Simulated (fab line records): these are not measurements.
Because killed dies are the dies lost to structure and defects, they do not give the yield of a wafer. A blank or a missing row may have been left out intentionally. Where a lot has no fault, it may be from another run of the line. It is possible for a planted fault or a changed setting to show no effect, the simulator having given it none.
Chamber matching | flow n5-finfet | N5_SD_EPI_N_ETCH_45 on rie-diel-03: 4 sister chambers
The step etches SiOCN in CH3F/O2, target depth 6 nm. 4 wafers are shown with their chamber, then 10 later ones without.

== WAFERS PAIRED WITH THEIR CHAMBERS ==
wafer  | chamber | drypump-motor-current-A (A)
L083.2 | 1       | 5.2
L083.4 | 3       | 6.5
L086.1 | 2       | 5.2
L086.5 | 0       | 5.6

== WAFERS WITH NO CHAMBER GIVEN ==
wafer  | drypump-motor-current-A (A)
L086.6 | 5.2
L089.2 | 5.2
L089.3 | 5.1
L089.6 | 5.2
L090.3 | 5.7
L090.4 | 5.3
L090.5 | 5.3
L096.2 | 5.6
L096.4 | 5.6
L096.5 | 5.3

== WHICH CHAMBER EACH ONE RAN IN ==
wafer  | from the rows above     | in truth
L086.6 | can't be placed: 1 or 2 | 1
L089.2 | can't be placed: 1 or 2 | 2
L089.3 | can't be placed: 1 or 2 | 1
L089.6 | can't be placed: 1 or 2 | 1
L090.3 | 0                       | 0
L090.4 | can't be placed: 1 or 2 | 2
L090.5 | can't be placed: 1 or 2 | 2
L096.2 | 0                       | 0
L096.4 | 0                       | 0
L096.5 | can't be placed: 1 or 2 | 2
3 of 10 placed correctly. Not placeable from these rows: 7 (in 7, the candidates include the true chamber). Number placed wrongly: 0.
How it was worked out, from the rows above alone: a wafer's distance from a chamber is the root of the sum, over the readings, of the square of ((its reading less the chamber's mean) divided by the reading's scatter). If the next closest chamber is less than 2 further off than the closest, the wafer can't be placed; otherwise it belongs to the closest. The mean given for a chamber averages the wafers shown for that chamber. The scatter (one wafer shown for each chamber): square how far every hidden wafer sits from the nearest shown wafer, average those squares and take the square root.
